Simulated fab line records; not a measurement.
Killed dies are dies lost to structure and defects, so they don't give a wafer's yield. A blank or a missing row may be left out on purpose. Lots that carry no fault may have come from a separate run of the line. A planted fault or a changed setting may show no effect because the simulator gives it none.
Which tool is to blame? :: flow nand_harc :: 72 wafers from 24 lots sampled at 6 of the route's 1159 steps

== WHAT THE GAUGES SHOWED, per wafer ==
NHARC_A_SGD_CUT_CD_MEAS_09: the cd target is 100 nm.
lot: L074
measured: day 13 16:04
on: cd_sem-02
cd_nm (nm): 100.3 99.7 100.3

lot: L075
measured: day 13 16:31
on: cd_sem-02
cd_nm (nm): 101.0 101.4 100.5

lot: L077
measured: day 14 04:55
on: cd_sem-01
cd_nm (nm): 100.1 100.5 100.1

lot: L076
measured: day 14 05:10
on: cd_sem-01
cd_nm (nm): 100.4 100.4 100.6

lot: L078
measured: day 14 12:20
on: cd_sem-01
cd_nm (nm): 100.3 99.8 100.5

lot: L080
measured: day 15 05:52
on: cd_sem-03
cd_nm (nm): 100.5 100.3 100.5

lot: L081
measured: day 15 06:14
on: cd_sem-02
cd_nm (nm): 100.0 100.4 100.2

lot: L079
measured: day 15 06:55
on: cd_sem-01
cd_nm (nm): 100.5 100.3 100.7

lot: L082
measured: day 16 03:07
on: cd_sem-01
cd_nm (nm): 98.8 99.4 99.7

lot: L083
measured: day 16 03:49
on: cd_sem-03
cd_nm (nm): 100.2 99.9 99.7

lot: L084
measured: day 16 10:02
on: cd_sem-03
cd_nm (nm): 100.1 99.7 100.1

lot: L088
measured: day 16 20:18
on: cd_sem-01
cd_nm (nm): 100.3 100.4 100.8

lot: L085
measured: day 16 20:32
on: cd_sem-03
cd_nm (nm): 100.2 99.8 100.2

lot: L087
measured: day 16 21:18
on: cd_sem-03
cd_nm (nm): 100.6 100.5 100.3

lot: L086
measured: day 17 01:38
on: cd_sem-02
cd_nm (nm): 100.2 100.0 101.0

lot: L090
measured: day 17 08:44
on: cd_sem-01
cd_nm (nm): 100.2 100.3 100.8

lot: L089
measured: day 17 08:56
on: cd_sem-01
cd_nm (nm): 100.9 100.6 101.0

lot: L092
measured: day 18 13:51
on: cd_sem-01
cd_nm (nm): 100.3 100.8 100.3

lot: L094
measured: day 18 14:02
on: cd_sem-02
cd_nm (nm): 99.6 100.3 100.1

lot: L091
measured: day 18 14:23
on: cd_sem-03
cd_nm (nm): 100.1 100.5 99.9

lot: L093
measured: day 18 15:31
on: cd_sem-02
cd_nm (nm): 100.1 100.3 99.8

lot: L097
measured: day 19 04:58
on: cd_sem-01
cd_nm (nm): 99.6 99.1 99.4

lot: L095
measured: day 19 05:18
on: cd_sem-02
cd_nm (nm): 100.3 99.7 100.1

lot: L096
measured: day 19 06:54
on: cd_sem-01
cd_nm (nm): 99.5 100.0 99.9

NHARC_A_SLIT_OVL_MEAS_10.
lot: L074
measured: day 14 01:41
on: overlay-02
overlay_x_nm (nm): -0.2 -0.5 0.3
overlay_y_nm (nm): 0.6 0.0 0.1

lot: L075
measured: day 14 01:50
on: overlay-02
overlay_x_nm (nm): 1.1 1.2 1.6
overlay_y_nm (nm): -0.2 -0.1 -0.4

lot: L077
measured: day 14 15:17
on: overlay-02
overlay_x_nm (nm): 0.0 0.6 0.9
overlay_y_nm (nm): 0.5 -0.5 -0.4

lot: L076
measured: day 14 15:37
on: overlay-01
overlay_x_nm (nm): -0.3 -0.1 -1.0
overlay_y_nm (nm): 0.2 -0.1 0.1

lot: L078
measured: day 15 01:20
on: overlay-01
overlay_x_nm (nm): -0.6 -1.4 -0.7
overlay_y_nm (nm): 0.7 1.1 0.6

lot: L080
measured: day 15 15:47
on: overlay-01
overlay_x_nm (nm): 2.2 1.8 2.0
overlay_y_nm (nm): 0.8 0.7 1.1

lot: L081
measured: day 15 15:37
on: overlay-02
overlay_x_nm (nm): -0.3 -0.4 -0.4
overlay_y_nm (nm): -0.2 -0.6 0.2

lot: L079
measured: day 15 16:19
on: overlay-01
overlay_x_nm (nm): 1.0 1.3 1.0
overlay_y_nm (nm): -1.3 -1.2 -1.4

lot: L082
measured: day 16 19:49
on: overlay-02
overlay_x_nm (nm): -1.0 -1.0 -0.8
overlay_y_nm (nm): -0.8 -1.0 -0.6

lot: L083
measured: day 16 19:39
on: overlay-01
overlay_x_nm (nm): -0.1 -0.3 -0.8
overlay_y_nm (nm): -0.5 -1.5 -1.1

lot: L084
measured: day 16 22:27
on: overlay-01
overlay_x_nm (nm): -1.3 -1.5 -0.9
overlay_y_nm (nm): -0.2 -0.8 -0.6

lot: L088
measured: day 17 07:37
on: overlay-01
overlay_x_nm (nm): -0.3 -0.1 -0.1
overlay_y_nm (nm): -0.1 0.9 -0.4

lot: L085
measured: day 17 08:33
on: overlay-01
overlay_x_nm (nm): 1.4 0.5 0.9
overlay_y_nm (nm): 1.0 0.1 -0.1

lot: L087
measured: day 17 07:50
on: overlay-02
overlay_x_nm (nm): -0.6 -0.7 -0.8
overlay_y_nm (nm): 0.3 0.0 0.1

lot: L086
measured: day 17 11:14
on: overlay-01
overlay_x_nm (nm): 0.4 0.1 0.5
overlay_y_nm (nm): 0.1 0.3 0.5

lot: L090
measured: day 17 18:29
on: overlay-02
overlay_x_nm (nm): -0.1 -0.5 -0.3
overlay_y_nm (nm): -1.1 -1.1 -1.4

lot: L089
measured: day 17 18:28
on: overlay-01
overlay_x_nm (nm): 0.2 0.3 -0.1
overlay_y_nm (nm): 1.0 0.1 0.8

lot: L092
measured: day 18 23:28
on: overlay-01
overlay_x_nm (nm): -0.7 -0.7 -0.9
overlay_y_nm (nm): -1.3 -1.2 -1.0

lot: L094
measured: day 19 00:59
on: overlay-01
overlay_x_nm (nm): 0.6 0.1 -0.1
overlay_y_nm (nm): -1.4 -1.1 -1.3

lot: L091
measured: day 19 01:23
on: overlay-02
overlay_x_nm (nm): 1.2 0.6 0.3
overlay_y_nm (nm): 0.7 1.3 1.8

lot: L093
measured: day 19 00:50
on: overlay-02
overlay_x_nm (nm): -0.4 -0.8 -0.6
overlay_y_nm (nm): 2.3 2.2 2.8

lot: L097
measured: day 19 16:14
on: overlay-01
overlay_x_nm (nm): 0.8 0.8 0.7
overlay_y_nm (nm): -1.0 -0.7 -0.9

lot: L095
measured: day 19 17:53
on: overlay-02
overlay_x_nm (nm): -0.7 -0.7 -0.5
overlay_y_nm (nm): -0.2 -0.4 0.3

lot: L096
measured: day 19 16:36
on: overlay-01
overlay_x_nm (nm): -0.5 -0.6 -0.4
overlay_y_nm (nm): -0.1 0.0 0.6

NHARC_A_SLIT_INSPECT_11.
lot: L074
measured: day 14 01:43
on: defect_inspect-01
raw_defect_count: 25 27 38

lot: L075
measured: day 14 01:52
on: defect_inspect-01
raw_defect_count: 19 20 30

lot: L077
measured: day 14 15:19
on: defect_inspect-01
raw_defect_count: 20 22 21

lot: L076
measured: day 14 15:40
on: defect_inspect-01
raw_defect_count: 15 21 15

lot: L078
measured: day 15 01:22
on: defect_inspect-02
raw_defect_count: 18 21 8

lot: L080
measured: day 15 15:50
on: defect_inspect-01
raw_defect_count: 35 27 28

lot: L081
measured: day 15 15:39
on: defect_inspect-02
raw_defect_count: 11 8 10

lot: L079
measured: day 15 16:22
on: defect_inspect-01
raw_defect_count: 28 37 37

lot: L082
measured: day 16 19:52
on: defect_inspect-02
raw_defect_count: 16 13 10

lot: L083
measured: day 16 19:41
on: defect_inspect-02
raw_defect_count: 36 29 32

lot: L084
measured: day 16 22:29
on: defect_inspect-02
raw_defect_count: 9 7 12

lot: L088
measured: day 17 07:38
on: defect_inspect-02
raw_defect_count: 23 13 16

lot: L085
measured: day 17 08:35
on: defect_inspect-01
raw_defect_count: 27 21 35

lot: L087
measured: day 17 07:52
on: defect_inspect-02
raw_defect_count: 15 12 10

lot: L086
measured: day 17 11:17
on: defect_inspect-02
raw_defect_count: 21 22 31

lot: L090
measured: day 17 18:31
on: defect_inspect-02
raw_defect_count: 39 27 27

lot: L089
measured: day 17 18:30
on: defect_inspect-01
raw_defect_count: 8 17 11

lot: L092
measured: day 18 23:30
on: defect_inspect-02
raw_defect_count: 41 35 39

lot: L094
measured: day 19 01:01
on: defect_inspect-02
raw_defect_count: 29 45 45

lot: L091
measured: day 19 01:25
on: defect_inspect-02
raw_defect_count: 37 34 35

lot: L093
measured: day 19 00:52
on: defect_inspect-02
raw_defect_count: 8 19 28

lot: L097
measured: day 19 16:16
on: defect_inspect-02
raw_defect_count: 14 19 15

lot: L095
measured: day 19 17:55
on: defect_inspect-01
raw_defect_count: 11 11 17

lot: L096
measured: day 19 16:38
on: defect_inspect-02
raw_defect_count: 39 32 33

NHARC_A_SLIT_CD_MEAS_21.
lot: L074
measured: day 14 05:12
on: cd_sem-02
cd_nm (nm): 290.8 289.6 290.2

lot: L075
measured: day 14 06:53
on: cd_sem-01
cd_nm (nm): 290.4 290.4 290.8

lot: L077
measured: day 14 18:47
on: cd_sem-03
cd_nm (nm): 290.4 289.9 290.0

lot: L076
measured: day 14 20:28
on: cd_sem-03
cd_nm (nm): 289.2 289.4 289.4

lot: L078
measured: day 15 04:50
on: cd_sem-03
cd_nm (nm): 287.7 288.3 288.3

lot: L080
measured: day 15 19:17
on: cd_sem-01
cd_nm (nm): 289.9 289.6 290.4

lot: L081
measured: day 15 19:15
on: cd_sem-03
cd_nm (nm): 290.0 290.5 290.0

lot: L079
measured: day 15 20:55
on: cd_sem-03
cd_nm (nm): 289.4 290.0 290.2

lot: L082
measured: day 17 00:49
on: cd_sem-03
cd_nm (nm): 289.7 290.4 290.9

lot: L083
measured: day 16 23:09
on: cd_sem-03
cd_nm (nm): 288.6 289.5 289.0

lot: L084
measured: day 17 02:29
on: cd_sem-02
cd_nm (nm): 289.2 289.4 288.7

lot: L088
measured: day 17 13:08
on: cd_sem-03
cd_nm (nm): 288.9 289.2 289.0

lot: L085
measured: day 17 14:47
on: cd_sem-02
cd_nm (nm): 289.9 289.5 289.4

lot: L087
measured: day 17 13:17
on: cd_sem-02
cd_nm (nm): 289.9 289.1 289.0

lot: L086
measured: day 17 14:59
on: cd_sem-03
cd_nm (nm): 290.2 290.7 289.8

lot: L090
measured: day 17 22:23
on: cd_sem-01
cd_nm (nm): 289.9 290.0 289.8

lot: L089
measured: day 17 22:04
on: cd_sem-02
cd_nm (nm): 290.4 289.8 290.7

lot: L092
measured: day 19 02:57
on: cd_sem-01
cd_nm (nm): 289.2 289.5 289.8

lot: L094
measured: day 19 08:44
on: cd_sem-02
cd_nm (nm): 288.7 288.1 288.9

lot: L091
measured: day 19 18:47
on: cd_sem-03
cd_nm (nm): 289.8 289.3 289.6

lot: L093
measured: day 19 07:03
on: cd_sem-01
cd_nm (nm): 290.2 290.7 289.0

lot: L097
measured: day 19 19:54
on: cd_sem-03
cd_nm (nm): 289.5 289.7 288.9

lot: L095
measured: day 19 21:35
on: cd_sem-02
cd_nm (nm): 289.4 289.5 289.0

lot: L096
measured: day 19 20:29
on: cd_sem-01
cd_nm (nm): 289.8 289.3 289.4

== TOOL THAT RAN EACH LOT (tool first, then ch and the chambers of the sampled wafers, then the start) ==
lot: L074
NHARC_A_STAIRCASE_STRIP_475: rie_diel-11 ch 0,2,3, day 13 16:04 or earlier
NHARC_A_SGD_CUT_DESCUM_14: rie_diel-04 ch 1,2,3, day 13 16:15

lot: L075
NHARC_A_STAIRCASE_STRIP_475: rie_diel-09 ch 0,1,2, day 13 16:31 or earlier
NHARC_A_SGD_CUT_DESCUM_14: rie_diel-07 ch 0,2,3, day 13 16:43

lot: L077
NHARC_A_STAIRCASE_STRIP_475: rie_diel-08 ch 1,2,3, day 14 04:55 or earlier
NHARC_A_SGD_CUT_DESCUM_14: rie_diel-07 ch 0,3, day 14 05:07

lot: L076
NHARC_A_STAIRCASE_STRIP_475: rie_diel-08 ch 0,2,3, day 14 05:10 or earlier
NHARC_A_SGD_CUT_DESCUM_14: rie_diel-04 ch 1,2, day 14 05:22

lot: L078
NHARC_A_STAIRCASE_STRIP_475: rie_diel-11 ch 0,2,3, day 14 12:20 or earlier
NHARC_A_SGD_CUT_DESCUM_14: rie_diel-13 ch 1,2,3, day 14 12:31

lot: L080
NHARC_A_STAIRCASE_STRIP_475: rie_diel-09 ch 0,3, day 15 04:21
NHARC_A_SGD_CUT_DESCUM_14: rie_diel-07 ch 1,2,3, day 15 06:02

lot: L081
NHARC_A_STAIRCASE_STRIP_475: rie_diel-08 ch 0,2,3, day 15 06:14 or earlier
NHARC_A_SGD_CUT_DESCUM_14: rie_diel-04 ch 1,2, day 15 06:26

lot: L079
NHARC_A_STAIRCASE_STRIP_475: rie_diel-11 ch 0,1,3, day 15 06:55 or earlier
NHARC_A_SGD_CUT_DESCUM_14: rie_diel-13 ch 0,1,3, day 15 07:05

lot: L082
NHARC_A_STAIRCASE_STRIP_475: rie_diel-09 ch 0,1,3, day 16 03:07 or earlier
NHARC_A_SGD_CUT_DESCUM_14: rie_diel-13 ch 0,2,3, day 16 03:19

lot: L083
NHARC_A_STAIRCASE_STRIP_475: rie_diel-09 ch 1,2,3, day 16 03:49 or earlier
NHARC_A_SGD_CUT_DESCUM_14: rie_diel-04 ch 0,1,2, day 16 04:01

lot: L084
NHARC_A_STAIRCASE_STRIP_475: rie_diel-09 ch 0,1,3, day 16 10:02 or earlier
NHARC_A_SGD_CUT_DESCUM_14: rie_diel-13 ch 0,2, day 16 10:13

lot: L088
NHARC_A_STAIRCASE_STRIP_475: rie_diel-09 ch 0,2,3, day 16 20:18 or earlier
NHARC_A_SGD_CUT_DESCUM_14: rie_diel-13 ch 2,3, day 16 20:29

lot: L085
NHARC_A_STAIRCASE_STRIP_475: rie_diel-08 ch 0,2,3, day 16 20:32 or earlier
NHARC_A_SGD_CUT_DESCUM_14: rie_diel-04 ch 0,2, day 16 20:43

lot: L087
NHARC_A_STAIRCASE_STRIP_475: rie_diel-09 ch 0,1,3, day 16 21:18 or earlier
NHARC_A_SGD_CUT_DESCUM_14: rie_diel-07 ch 0,2,3, day 16 21:29

lot: L086
NHARC_A_STAIRCASE_STRIP_475: rie_diel-09 ch 0,2,3, day 17 01:38 or earlier
NHARC_A_SGD_CUT_DESCUM_14: rie_diel-04 ch 0,1,2, day 17 01:50

lot: L090
NHARC_A_STAIRCASE_STRIP_475: rie_diel-09 ch 0,1,2, day 17 08:44 or earlier
NHARC_A_SGD_CUT_DESCUM_14: rie_diel-04 ch 0,2,3, day 17 08:56

lot: L089
NHARC_A_STAIRCASE_STRIP_475: rie_diel-09 ch 0,1,2, day 17 08:56 or earlier
NHARC_A_SGD_CUT_DESCUM_14: rie_diel-07 ch 0,1,2, day 17 09:08

lot: L092
NHARC_A_STAIRCASE_STRIP_475: rie_diel-09 ch 1,2,3, day 18 13:51 or earlier
NHARC_A_SGD_CUT_DESCUM_14: rie_diel-07 ch 0,2,3, day 18 14:02

lot: L094
NHARC_A_STAIRCASE_STRIP_475: rie_diel-11 ch 1,2, day 18 14:02 or earlier
NHARC_A_SGD_CUT_DESCUM_14: rie_diel-04 ch 0,1,3, day 18 14:13

lot: L091
NHARC_A_STAIRCASE_STRIP_475: rie_diel-09 ch 0,3, day 18 14:23 or earlier
NHARC_A_SGD_CUT_DESCUM_14: rie_diel-13 ch 0,1,2, day 18 14:34

lot: L093
NHARC_A_STAIRCASE_STRIP_475: rie_diel-08 ch 0,1, day 18 13:53
NHARC_A_SGD_CUT_DESCUM_14: rie_diel-07 ch 0,1,2, day 18 15:42

lot: L097
NHARC_A_STAIRCASE_STRIP_475: rie_diel-11 ch 0,2,3, day 19 04:58 or earlier
NHARC_A_SGD_CUT_DESCUM_14: rie_diel-04 ch 0,1,3, day 19 05:10

lot: L095
NHARC_A_STAIRCASE_STRIP_475: rie_diel-11 ch 0,3, day 19 05:18 or earlier
NHARC_A_SGD_CUT_DESCUM_14: rie_diel-13 ch 0,3, day 19 05:29

lot: L096
NHARC_A_STAIRCASE_STRIP_475: rie_diel-11 ch 1,2,3, day 19 06:54 or earlier
NHARC_A_SGD_CUT_DESCUM_14: rie_diel-04 ch 0,1,2, day 19 07:05
- NHARC_A_STAIRCASE_STRIP_475: strips in O2, time 20 s.
- NHARC_A_SGD_CUT_DESCUM_14: chemistry O2, time 3 s.

== AS READ BY THE TOOLS THEMSELVES (means over the sampled wafers that have a number; for cases with no such wafer, the mark the record gives instead) ==
NHARC_A_STAIRCASE_STRIP_475.
lot: L074
tool: rie_diel-11
drypump_motor_current_A (A): 6.1
oes_product_au (a.u.): 0.996
rf_vpp_V (V): 56.7
showerhead_plenum_p_Torr (Torr): 3.48
throttle_valve_pct (%): 17.045

lot: L075
tool: rie_diel-09
drypump_motor_current_A (A): 4.9
oes_product_au (a.u.): 1.000
rf_vpp_V (V): 56.8
showerhead_plenum_p_Torr (Torr): 3.50
throttle_valve_pct (%): 17.035

lot: L077
tool: rie_diel-08
drypump_motor_current_A (A): 5.5
oes_product_au (a.u.): 0.995
rf_vpp_V (V): 57.7
showerhead_plenum_p_Torr (Torr): 3.50
throttle_valve_pct (%): 17.039

lot: L076
tool: rie_diel-08
drypump_motor_current_A (A): 5.7
oes_product_au (a.u.): 0.999
rf_vpp_V (V): 57.9
showerhead_plenum_p_Torr (Torr): 3.61
throttle_valve_pct (%): 17.043

lot: L078
tool: rie_diel-11
drypump_motor_current_A (A): 6.1
oes_product_au (a.u.): 1.002
rf_vpp_V (V): 57.1
showerhead_plenum_p_Torr (Torr): 3.47
throttle_valve_pct (%): 17.045

lot: L080
tool: rie_diel-09
drypump_motor_current_A (A): 5.4
oes_product_au (a.u.): 0.996
rf_vpp_V (V): 58.5
showerhead_plenum_p_Torr (Torr): 3.70
throttle_valve_pct (%): 17.027

lot: L081
tool: rie_diel-08
drypump_motor_current_A (A): 5.7
oes_product_au (a.u.): 0.992
rf_vpp_V (V): 57.9
showerhead_plenum_p_Torr (Torr): 3.60
throttle_valve_pct (%): 17.044

lot: L079
tool: rie_diel-11
drypump_motor_current_A (A): 6.2
oes_product_au (a.u.): 0.998
rf_vpp_V (V): 56.7
showerhead_plenum_p_Torr (Torr): 3.52
throttle_valve_pct (%): 17.039

lot: L082
tool: rie_diel-09
drypump_motor_current_A (A): 5.2
oes_product_au (a.u.): 1.006
rf_vpp_V (V): 57.8
showerhead_plenum_p_Torr (Torr): 3.59
throttle_valve_pct (%): 17.034

lot: L083
tool: rie_diel-09
drypump_motor_current_A (A): 5.1
oes_product_au (a.u.): 0.991
rf_vpp_V (V): 57.6
showerhead_plenum_p_Torr (Torr): 3.58
throttle_valve_pct (%): 17.029

lot: L084
tool: rie_diel-09
drypump_motor_current_A (A): 5.1
oes_product_au (a.u.): 1.007
rf_vpp_V (V): 57.6
showerhead_plenum_p_Torr (Torr): 3.59
throttle_valve_pct (%): 17.041

lot: L088
tool: rie_diel-09
drypump_motor_current_A (A): 5.2
oes_product_au (a.u.): 1.009
rf_vpp_V (V): 58.0
showerhead_plenum_p_Torr (Torr): 3.59
throttle_valve_pct (%): 17.032

lot: L085
tool: rie_diel-08
drypump_motor_current_A (A): 5.6
oes_product_au (a.u.): 1.001
rf_vpp_V (V): 58.3
showerhead_plenum_p_Torr (Torr): 3.60
throttle_valve_pct (%): 17.044

lot: L087
tool: rie_diel-09
drypump_motor_current_A (A): 5.2
oes_product_au (a.u.): 0.997
rf_vpp_V (V): 57.7
showerhead_plenum_p_Torr (Torr): 3.59
throttle_valve_pct (%): 17.034

lot: L086
tool: rie_diel-09
drypump_motor_current_A (A): 5.2
oes_product_au (a.u.): 1.002
rf_vpp_V (V): 57.3
showerhead_plenum_p_Torr (Torr): 3.59
throttle_valve_pct (%): 17.046

lot: L090
tool: rie_diel-09
drypump_motor_current_A (A): 5.0
oes_product_au (a.u.): 0.999
rf_vpp_V (V): 57.7
showerhead_plenum_p_Torr (Torr): 3.48
throttle_valve_pct (%): 17.033

lot: L089
tool: rie_diel-09
drypump_motor_current_A (A): 5.0
oes_product_au (a.u.): 1.003
rf_vpp_V (V): 57.8
showerhead_plenum_p_Torr (Torr): 3.48
throttle_valve_pct (%): 17.043

lot: L092
tool: rie_diel-09
drypump_motor_current_A (A): 5.1
oes_product_au (a.u.): 0.999
rf_vpp_V (V): 57.7
showerhead_plenum_p_Torr (Torr): 3.57
throttle_valve_pct (%): 17.039

lot: L094
tool: rie_diel-11
drypump_motor_current_A (A): 6.1
oes_product_au (a.u.): 1.003
rf_vpp_V (V): 57.9
showerhead_plenum_p_Torr (Torr): 3.58
throttle_valve_pct (%): 17.037

lot: L091
tool: rie_diel-09
drypump_motor_current_A (A): 5.4
oes_product_au (a.u.): 0.998
rf_vpp_V (V): 58.1
showerhead_plenum_p_Torr (Torr): 3.68
throttle_valve_pct (%): 17.042

lot: L093
tool: rie_diel-08
drypump_motor_current_A (A): 6.0
oes_product_au (a.u.): 0.997
rf_vpp_V (V): 57.6
showerhead_plenum_p_Torr (Torr): 3.52
throttle_valve_pct (%): 17.039

lot: L097
tool: rie_diel-11
drypump_motor_current_A (A): 6.1
oes_product_au (a.u.): 0.999
rf_vpp_V (V): 58.7
showerhead_plenum_p_Torr (Torr): 3.45
throttle_valve_pct (%): 17.027

lot: L095
tool: rie_diel-11
drypump_motor_current_A (A): 6.2
oes_product_au (a.u.): 0.999
rf_vpp_V (V): 58.6
showerhead_plenum_p_Torr (Torr): 3.48
throttle_valve_pct (%): 17.030

lot: L096
tool: rie_diel-11
drypump_motor_current_A (A): 6.2
oes_product_au (a.u.): 1.009
rf_vpp_V (V): 57.5
showerhead_plenum_p_Torr (Torr): 3.47
throttle_valve_pct (%): 17.033

NHARC_A_SGD_CUT_DESCUM_14.
lot: L074
tool: rie_diel-04
drypump_motor_current_A (A): 5.7
oes_product_au (a.u.): 0.990
rf_vpp_V (V): 57.1
showerhead_plenum_p_Torr (Torr): 1.89
throttle_valve_pct (%): 11.316

lot: L075
tool: rie_diel-07
drypump_motor_current_A (A): 5.8
oes_product_au (a.u.): 1.009
rf_vpp_V (V): 58.4
showerhead_plenum_p_Torr (Torr): 1.99
throttle_valve_pct (%): 11.311

lot: L077
tool: rie_diel-07
drypump_motor_current_A (A): 5.6
oes_product_au (a.u.): 1.002
rf_vpp_V (V): 58.0
showerhead_plenum_p_Torr (Torr): 2.00
throttle_valve_pct (%): 11.315

lot: L076
tool: rie_diel-04
drypump_motor_current_A (A): 5.7
oes_product_au (a.u.): 0.995
rf_vpp_V (V): 59.0
showerhead_plenum_p_Torr (Torr): 1.96
throttle_valve_pct (%): 11.311

lot: L078
tool: rie_diel-13
drypump_motor_current_A (A): 5.7
oes_product_au (a.u.): 1.000
rf_vpp_V (V): 58.8
showerhead_plenum_p_Torr (Torr): 1.91
throttle_valve_pct (%): 11.319

lot: L080
tool: rie_diel-07
drypump_motor_current_A (A): 5.6
oes_product_au (a.u.): 1.000
rf_vpp_V (V): 57.7
showerhead_plenum_p_Torr (Torr): 1.95
throttle_valve_pct (%): 11.308

lot: L081
tool: rie_diel-04
drypump_motor_current_A (A): 5.3
oes_product_au (a.u.): 0.998
rf_vpp_V (V): 58.3
showerhead_plenum_p_Torr (Torr): 1.95
throttle_valve_pct (%): 11.308

lot: L079
tool: rie_diel-13
drypump_motor_current_A (A): 5.8
oes_product_au (a.u.): 1.001
rf_vpp_V (V): 57.9
showerhead_plenum_p_Torr (Torr): 1.95
throttle_valve_pct (%): 11.310

lot: L082
tool: rie_diel-13
drypump_motor_current_A (A): 5.6
oes_product_au (a.u.): 0.999
rf_vpp_V (V): 57.5
showerhead_plenum_p_Torr (Torr): 1.91
throttle_valve_pct (%): 11.314

lot: L083
tool: rie_diel-04
drypump_motor_current_A (A): 5.4
oes_product_au (a.u.): 1.002
rf_vpp_V (V): 58.0
showerhead_plenum_p_Torr (Torr): 1.94
throttle_valve_pct (%): 11.309

lot: L084
tool: rie_diel-13
drypump_motor_current_A (A): 5.4
oes_product_au (a.u.): 1.001
rf_vpp_V (V): 58.0
showerhead_plenum_p_Torr (Torr): 1.91
throttle_valve_pct (%): 11.317

lot: L088
tool: rie_diel-13
drypump_motor_current_A (A): 5.8
oes_product_au (a.u.): 1.000
rf_vpp_V (V): 58.7
showerhead_plenum_p_Torr (Torr): 1.91
throttle_valve_pct (%): 11.323

lot: L085
tool: rie_diel-04
drypump_motor_current_A (A): 5.5
oes_product_au (a.u.): 0.998
rf_vpp_V (V): 58.0
showerhead_plenum_p_Torr (Torr): 1.93
throttle_valve_pct (%): 11.314

lot: L087
tool: rie_diel-07
drypump_motor_current_A (A): 5.8
oes_product_au (a.u.): 0.999
rf_vpp_V (V): 57.7
showerhead_plenum_p_Torr (Torr): 1.99
throttle_valve_pct (%): 11.310

lot: L086
tool: rie_diel-04
drypump_motor_current_A (A): 5.4
oes_product_au (a.u.): 0.998
rf_vpp_V (V): 58.0
showerhead_plenum_p_Torr (Torr): 1.94
throttle_valve_pct (%): 11.319

lot: L090
tool: rie_diel-04
drypump_motor_current_A (A): 5.8
oes_product_au (a.u.): 1.001
rf_vpp_V (V): 57.0
showerhead_plenum_p_Torr (Torr): 1.89
throttle_valve_pct (%): 11.328

lot: L089
tool: rie_diel-07
drypump_motor_current_A (A): 5.5
oes_product_au (a.u.): 1.007
rf_vpp_V (V): 57.3
showerhead_plenum_p_Torr (Torr): 1.90
throttle_valve_pct (%): 11.307

lot: L092
tool: rie_diel-07
drypump_motor_current_A (A): 5.8
oes_product_au (a.u.): 0.995
rf_vpp_V (V): 57.9
showerhead_plenum_p_Torr (Torr): 1.99
throttle_valve_pct (%): 11.310

lot: L094
tool: rie_diel-04
drypump_motor_current_A (A): 5.4
oes_product_au (a.u.): 0.996
rf_vpp_V (V): 57.9
showerhead_plenum_p_Torr (Torr): 1.87
throttle_valve_pct (%): 11.303

lot: L091
tool: rie_diel-13
drypump_motor_current_A (A): 5.5
oes_product_au (a.u.): 1.002
rf_vpp_V (V): 57.6
showerhead_plenum_p_Torr (Torr): 1.90
throttle_valve_pct (%): 11.317

lot: L093
tool: rie_diel-07
drypump_motor_current_A (A): 5.5
oes_product_au (a.u.): 0.989
rf_vpp_V (V): 57.4
showerhead_plenum_p_Torr (Torr): 1.90
throttle_valve_pct (%): 11.317

lot: L097
tool: rie_diel-04
drypump_motor_current_A (A): 5.4
oes_product_au (a.u.): 1.001
rf_vpp_V (V): 57.9
showerhead_plenum_p_Torr (Torr): 1.87
throttle_valve_pct (%): 11.311

lot: L095
tool: rie_diel-13
drypump_motor_current_A (A): 5.8
oes_product_au (a.u.): 0.999
rf_vpp_V (V): 57.1
showerhead_plenum_p_Torr (Torr): 1.96
throttle_valve_pct (%): 11.313

lot: L096
tool: rie_diel-04
drypump_motor_current_A (A): 5.4
oes_product_au (a.u.): 0.993
rf_vpp_V (V): 57.2
showerhead_plenum_p_Torr (Torr): 1.94
throttle_valve_pct (%): 11.304

== THE ANSWER, worked out from the rows above alone ==
Rule: the lots themselves supply what counts as usual. The widest of any qualifying gaps counts: lots, ordered by their means at a reading, are off when they make up no more than a third of the lots, leave a main group of 4 or more, and stand apart from it by 3 or more times the standard deviation of that group's means. If all means in a main group match to the digits the tables above print for the reading, that group is not used. A lot without any number at a reading at which 4 lots or more have one is off too. All remaining lots with rows at the step are treated as sound. After the gauges, taken in route order, come the tools' own readings; for these a lot's mean is taken, as printed above. The first step at which some lot is off is used, and at that step the reading that is off furthest; a lot without a number counts as furthest.
Nothing can be told from this: no lot is off at any reading shown.

== WHAT HAD BEEN PUT IN BY THE SIMULATOR ==
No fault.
